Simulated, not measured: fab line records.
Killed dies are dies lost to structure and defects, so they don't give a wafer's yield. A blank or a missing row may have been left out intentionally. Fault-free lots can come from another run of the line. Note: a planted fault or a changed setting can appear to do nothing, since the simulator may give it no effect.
Comparing a struck lot with a sound one ; flow nand harc ; 15 steps out of a route of 1159
Sound: the wafers L390.1, L390.4, L390.6. Struck: wafer L403.4. (L403.5 of the same lot was not struck and is left out.) The cause comes at the end.
Order at every step that has rows: each side's tool, ch and its chambers, its first start. Under that, the readings that differ: sound wafers ; struck wafers ; difference of the means ; sigmas: that difference in standard deviations of wafers without a fault.
alike: readings whose means differ by less than 2 such deviations, and words and numbers that are the same on both sides. not compared: withheld readings, readings that some wafer has no value for, bounds like >300 that may hide the same value, and numbers for which the record gives no deviation and whose values overlap.
The two part at a step that has a row with sigmas, a row that says differs or no value, or rows on one side only. Numbers that have no deviation but don't overlap get no sigmas and don't part them. A reading that every wafer of one side lacks parts them only if that side has two wafers or more.

first, 2 steps without rows for these wafers: NHARC_A_CONTACT_STRIP_104 (strips in CF4/CHF3); NHARC_A_CONTACT_STRIP_105 (strips in O2/COS).
NHARC_A_CONTACT_ETCH_106: etches the open film in CF4/O2, target depth 60 nm, overetch 6 nm, time 33 s.
  sound on rie diel-06 ch 0,1,3, day 17 22:46; struck on rie diel-07 ch 2, day 21 11:04
  alike: bias w, drypump motor current A, mfc ar sccm, oes product au, rf vpp V, showerhead plenum p Torr, throttle valve pct
  not compared: rf hours counter h
NHARC_A_CONTACT_STRIP_82: strips in O2.
  sound: rie diel-06 ch 0,3; struck: rie diel-07 ch 0
reading;sound;struck;difference;sigmas
oes product au (a.u.);0.981 0.988 0.977;1.019;+0.037;+3
rf vpp V (V);56.2 55.8 55.7;58.8;+2.9;+3
  alike: drypump motor current A, mfc ar sccm, showerhead plenum p Torr, throttle valve pct
  not compared: rf hours counter h
then, 1 step without rows for these wafers: NHARC_A_CONTACT_STRIP_83 (strips in post etch residue remover, time 600 s).
NHARC_A_CONTACT_DEP_84: deposits aC, target thk 2000 nm.
  sound on acl dep-02 ch 0, day 17 23:29; struck on acl dep-01 ch 0, day 21 12:19
  alike: throttle valve pct
NHARC_A_CONTACT_DEP_85: deposits SiON, target thk 50 nm.
  sound on pecvd-03 ch 0,2, day 18 00:45; struck on pecvd-02 ch 0, day 21 13:03
  alike: heater power outer w, heater power w
then, 5 steps without rows for these wafers: NHARC_A_CONTACT_DEHYDRATE_00 (time 120 s); NHARC_A_CONTACT_HMDS_01 (time 30 s); NHARC_A_CONTACT_COAT_86 (time 75 s); NHARC_A_CONTACT_COAT_87 (time 65 s); NHARC_A_CONTACT_COAT_02 (resist thk 90 nm).
NHARC_A_CONTACT_SOFTBAKE_03: time 55 s.
  sound on litho track-06 ch 0, day 18 01:00; struck on litho track-01 ch 0, day 21 13:00
reading;sound;struck;difference;sigmas
heater power total W (W);188.44 188.44 188.29;222.60;+34.21;+99 or more
  alike: chill plate temp C
  not compared: plate temp C
then, 2 steps without rows for these wafers: NHARC_A_CONTACT_EBR_04; NHARC_END_SORT_01.

## WHERE THEY PART
Last at NHARC_A_CONTACT_SOFTBAKE_03 as far as this record goes, first at NHARC_A_CONTACT_STRIP_82.

WHY: the cause the simulator had injected
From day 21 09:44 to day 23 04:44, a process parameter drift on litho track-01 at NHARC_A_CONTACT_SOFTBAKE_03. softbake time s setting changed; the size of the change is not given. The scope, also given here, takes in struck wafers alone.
